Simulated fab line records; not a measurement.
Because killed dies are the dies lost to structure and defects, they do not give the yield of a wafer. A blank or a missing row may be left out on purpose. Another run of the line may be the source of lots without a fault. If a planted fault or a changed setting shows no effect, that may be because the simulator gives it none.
Which of the tools did it? + flow nand-harc + Sampling: 24 lots, 72 wafers, 3 of 1302 route steps

WHAT THE GAUGES READ, wafer by wafer
NHARC_P_M0_OVL_MEAS_10: pitch 180 nm.
| lot  | measured     | on         | overlay-x-nm (nm) | overlay-y-nm (nm) |
|------|--------------|------------|-------------------|-------------------|
| L074 | day 6 02:02  | overlay-01 | 1.5 1.5 1.0       | 1.0 1.2 1.7       |
| L075 | day 6 15:47  | overlay-01 | -0.3 -0.5 -1.0    | 1.7 1.1 0.7       |
| L076 | day 6 19:25  | overlay-02 | 0.1 -0.4 -0.2     | -0.8 -0.9 -1.0    |
| L077 | day 7 07:05  | overlay-01 | 0.5 0.4 0.6       | -0.9 -0.9 -0.9    |
| L078 | day 7 22:26  | overlay-01 | -0.3 -0.2 0.4     | 0.5 0.4 0.5       |
| L079 | day 8 01:49  | overlay-01 | -0.4 -0.8 -0.8    | 1.1 1.3 1.4       |
| L080 | day 8 20:17  | overlay-01 | -0.7 -0.5 -0.4    | 0.0 0.3 0.6       |
| L081 | day 8 21:06  | overlay-02 | -1.9 -1.6 -0.8    | 1.4 0.9 1.7       |
| L082 | day 9 16:03  | overlay-01 | 0.0 0.8 0.5       | 0.1 0.0 0.3       |
| L083 | day 9 23:24  | overlay-01 | 1.4 1.9 1.6       | -0.8 -1.3 -1.3    |
| L084 | day 10 12:05 | overlay-02 | 0.1 0.3 -0.1      | 0.2 0.2 -0.6      |
| L085 | day 10 17:45 | overlay-02 | -0.1 -0.8 -0.5    | 1.2 0.7 0.8       |
| L086 | day 10 18:38 | overlay-01 | 1.1 1.3 1.7       | 0.8 0.9 0.8       |
| L087 | day 11 09:37 | overlay-02 | -0.3 0.1 -0.5     | 1.7 1.5 1.7       |
| L089 | day 12 10:23 | overlay-01 | -0.3 -0.1 0.2     | 0.5 0.8 0.4       |
| L088 | day 12 11:39 | overlay-02 | -0.9 -0.9 -0.9    | -0.1 0.3 0.5      |
| L090 | day 13 01:08 | overlay-01 | 1.2 0.9 0.4       | 0.5 0.2 0.1       |
| L091 | day 13 12:25 | overlay-01 | 0.4 0.7 0.5       | 0.4 -0.1 0.6      |
| L092 | day 13 13:24 | overlay-02 | -0.6 -0.3 -0.7    | 0.9 0.8 0.6       |
| L093 | day 13 23:56 | overlay-02 | -1.4 -1.7 -2.0    | -0.3 -0.6 -0.1    |
| L094 | day 14 05:07 | overlay-02 | -0.4 0.2 -0.2     | -0.2 0.2 -0.1     |
| L095 | day 14 17:34 | overlay-01 | 0.3 0.2 -0.1      | 0.3 -0.3 -0.6     |
| L096 | day 15 08:58 | overlay-01 | -0.1 -0.1 -0.5    | -0.3 -0.2 -0.5    |
| L097 | day 15 11:43 | overlay-01 | -1.1 -0.7 -0.7    | -0.2 -0.4 -0.4    |

WHICH TOOL RAN EACH LOT (tool, then ch and the chambers of the sampled wafers, then the start)
| lot  | NHARC_P_CONTACT_STRIP_28           | NHARC_P_CONTACT_ALD_22              |
|------|------------------------------------|-------------------------------------|
| L074 | rie-diel-08 ch 0,3, day 5 23:02    | ald-metal-03 ch 0,2, day 5 23:56    |
| L075 | rie-diel-13 ch 0,2,3, day 6 12:42  | ald-metal-03 ch 0,2,3, day 6 13:37  |
| L076 | rie-diel-04 ch 1,2, day 6 16:15    | ald-metal-01 ch 0,1,3, day 6 17:10  |
| L077 | rie-diel-04 ch 0,1,3, day 7 03:56  | ald-metal-03 ch 0,1,2, day 7 04:51  |
| L078 | rie-diel-08 ch 0,1, day 7 19:19    | ald-metal-03 ch 0,1, day 7 20:16    |
| L079 | rie-diel-04 ch 0,3, day 7 22:49    | ald-metal-01 ch 0,3, day 7 23:41    |
| L080 | rie-diel-08 ch 1,2, day 8 17:19    | ald-metal-01 ch 2,3, day 8 18:11    |
| L081 | rie-diel-08 ch 0,3, day 8 17:59    | ald-metal-03 ch 0,1,3, day 8 18:55  |
| L082 | rie-diel-04 ch 0,1,3, day 9 12:55  | ald-metal-01 ch 0,1,2, day 9 13:49  |
| L083 | rie-diel-13 ch 0,1,2, day 9 20:25  | ald-metal-02 ch 0,2,3, day 9 21:17  |
| L084 | rie-diel-08 ch 0,2, day 10 08:58   | ald-metal-03 ch 1,3, day 10 09:50   |
| L085 | rie-diel-08 ch 0,2,3, day 10 14:36 | ald-metal-02 ch 0,1,2, day 10 15:29 |
| L086 | rie-diel-08 ch 1,2, day 10 15:31   | ald-metal-01 ch 2,3, day 10 16:25   |
| L087 | rie-diel-13 ch 0,1,2, day 11 06:40 | ald-metal-01 ch 1,2, day 11 07:31   |
| L089 | rie-diel-08 ch 0,1,3, day 12 07:19 | ald-metal-03 ch 0,1,2, day 12 08:10 |
| L088 | rie-diel-08 ch 0,2,3, day 12 08:32 | ald-metal-02 ch 0,3, day 12 09:22   |
| L090 | rie-diel-08 ch 0,1,2, day 12 22:00 | ald-metal-01 ch 0,1, day 12 22:52   |
| L091 | rie-diel-04 ch 0,1,2, day 13 09:25 | ald-metal-01 ch 0,2,3, day 13 10:17 |
| L092 | rie-diel-04 ch 0,1,2, day 13 10:16 | ald-metal-02 ch 0,1,3, day 13 11:09 |
| L093 | rie-diel-13 ch 0,2, day 13 20:55   | ald-metal-03 ch 0,1,3, day 13 21:50 |
| L094 | rie-diel-04 ch 0,1,2, day 14 02:09 | ald-metal-02 ch 0,1,3, day 14 03:01 |
| L095 | rie-diel-13 ch 0,2,3, day 14 14:26 | ald-metal-02 ch 0,1,3, day 14 15:20 |
| L096 | rie-diel-13 ch 0,1,3, day 15 05:51 | ald-metal-02 ch 0,2,3, day 15 06:46 |
| L097 | rie-diel-08 ch 0,1,2, day 15 08:34 | ald-metal-03 ch 1,2, day 15 09:26   |
- NHARC_P_CONTACT_STRIP_28: strips in O2.
- NHARC_P_CONTACT_ALD_22: deposits TiN, target thk 3 nm, pulse time 1 s, ald cycles 150.

WHAT THE TOOLS THEMSELVES READ (means of the sampled wafers that have a number; where no wafer has one, the mark that the record gives instead)
NHARC_P_CONTACT_STRIP_28.
| lot  | tool        | drypump-motor-current-A (A) | oes-product-au (a.u.) | rf-vpp-V (V) | showerhead-plenum-p-Torr (Torr) | throttle-valve-pct (%) |
|------|-------------|-----------------------------|-----------------------|--------------|---------------------------------|------------------------|
| L074 | rie-diel-08 | 5.6                         | 1.008                 | 58.1         | 3.52                            | 17.040                 |
| L075 | rie-diel-13 | 6.0                         | 1.005                 | 57.8         | 3.45                            | 17.041                 |
| L076 | rie-diel-04 | 5.7                         | 1.009                 | 57.4         | 3.45                            | 17.033                 |
| L077 | rie-diel-04 | 5.6                         | 1.002                 | 58.1         | 3.54                            | 17.037                 |
| L078 | rie-diel-08 | 5.5                         | 1.002                 | 57.5         | 3.40                            | 17.035                 |
| L079 | rie-diel-04 | 5.6                         | 1.009                 | 57.3         | 3.51                            | 17.028                 |
| L080 | rie-diel-08 | 5.1                         | 0.999                 | 57.6         | 3.51                            | 17.038                 |
| L081 | rie-diel-08 | 5.6                         | 0.999                 | 57.5         | 3.52                            | 17.041                 |
| L082 | rie-diel-04 | 5.6                         | 1.007                 | 57.9         | 3.54                            | 17.038                 |
| L083 | rie-diel-13 | 5.8                         | 0.988                 | 57.6         | 3.45                            | 17.033                 |
| L084 | rie-diel-08 | 5.3                         | 1.012                 | 57.7         | 3.50                            | 17.031                 |
| L085 | rie-diel-08 | 5.4                         | 1.009                 | 58.0         | 3.58                            | 17.035                 |
| L086 | rie-diel-08 | 5.1                         | 0.996                 | 58.1         | 3.46                            | 17.038                 |
| L087 | rie-diel-13 | 5.8                         | 1.000                 | 57.1         | 3.45                            | 17.043                 |
| L089 | rie-diel-08 | 5.4                         | 1.001                 | 57.5         | 3.53                            | 17.036                 |
| L088 | rie-diel-08 | 5.4                         | 1.019                 | 58.1         | 3.58                            | 17.038                 |
| L090 | rie-diel-08 | 5.3                         | 1.009                 | 57.4         | 3.45                            | 17.042                 |
| L091 | rie-diel-04 | 5.7                         | 1.000                 | 57.8         | 3.42                            | 17.033                 |
| L092 | rie-diel-04 | 5.7                         | 1.009                 | 57.5         | 3.42                            | 17.030                 |
| L093 | rie-diel-13 | 5.8                         | 0.995                 | 57.3         | 3.36                            | 17.035                 |
| L094 | rie-diel-04 | 5.7                         | 1.004                 | 57.1         | 3.42                            | 17.041                 |
| L095 | rie-diel-13 | 6.0                         | 0.993                 | 56.7         | 3.45                            | 17.035                 |
| L096 | rie-diel-13 | 6.0                         | 0.994                 | 57.3         | 3.54                            | 17.039                 |
| L097 | rie-diel-08 | 5.3                         | 1.008                 | 57.6         | 3.45                            | 17.038                 |

NHARC_P_CONTACT_ALD_22.
| lot  | tool         | heater-power-w (W) | precursor-pulse-height-rel |
|------|--------------|--------------------|----------------------------|
| L074 | ald-metal-03 | 1128               | 1.008                      |
| L075 | ald-metal-03 | 1028               | 0.994                      |
| L076 | ald-metal-01 | 988                | 1.002                      |
| L077 | ald-metal-03 | 1100               | 1.001                      |
| L078 | ald-metal-03 | 1155               | 0.983                      |
| L079 | ald-metal-01 | 1066               | 1.006                      |
| L080 | ald-metal-01 | 1046               | 1.011                      |
| L081 | ald-metal-03 | 1078               | 0.998                      |
| L082 | ald-metal-01 | 901                | 1.014                      |
| L083 | ald-metal-02 | 1150               | 1.015                      |
| L084 | ald-metal-03 | 988                | 1.008                      |
| L085 | ald-metal-02 | 1172               | 0.992                      |
| L086 | ald-metal-01 | 977                | 1.009                      |
| L087 | ald-metal-01 | 901                | 0.998                      |
| L089 | ald-metal-03 | 1070               | 0.997                      |
| L088 | ald-metal-02 | 981                | 1.002                      |
| L090 | ald-metal-01 | 890                | 0.996                      |
| L091 | ald-metal-01 | 995                | 1.005                      |
| L092 | ald-metal-02 | 1144               | 0.988                      |
| L093 | ald-metal-03 | 1082               | 1.007                      |
| L094 | ald-metal-02 | 1128               | 1.020                      |
| L095 | ald-metal-02 | 1138               | 0.993                      |
| L096 | ald-metal-02 | 1117               | 1.013                      |
| L097 | ald-metal-03 | 988                | 1.010                      |

THE ANSWER, worked out from the rows above alone
Rule: the lots themselves supply what counts as usual. The widest of any qualifying gaps counts: lots, ordered by their means at a reading, are off when they make up no more than a third of the lots, leave a main group of 4 or more, and stand apart from it by 3 or more times the standard deviation of that group's means. Not used: any main group whose means are identical at the precision the tables above print for the reading. Also off: a lot with no number at a reading for which 4 or more lots have one. Where the step has rows for the other lots, those lots are counted as sound. The gauges are gone through in route order, then the tools' own readings, and for those a lot's mean is taken as printed above. At the first step where some lot is off, the reading lying furthest off is the one used; lots without a number count as furthest.
No lot is off on any of the readings shown, so nothing can be concluded from this.

WHAT THE SIMULATOR HAD PUT IN
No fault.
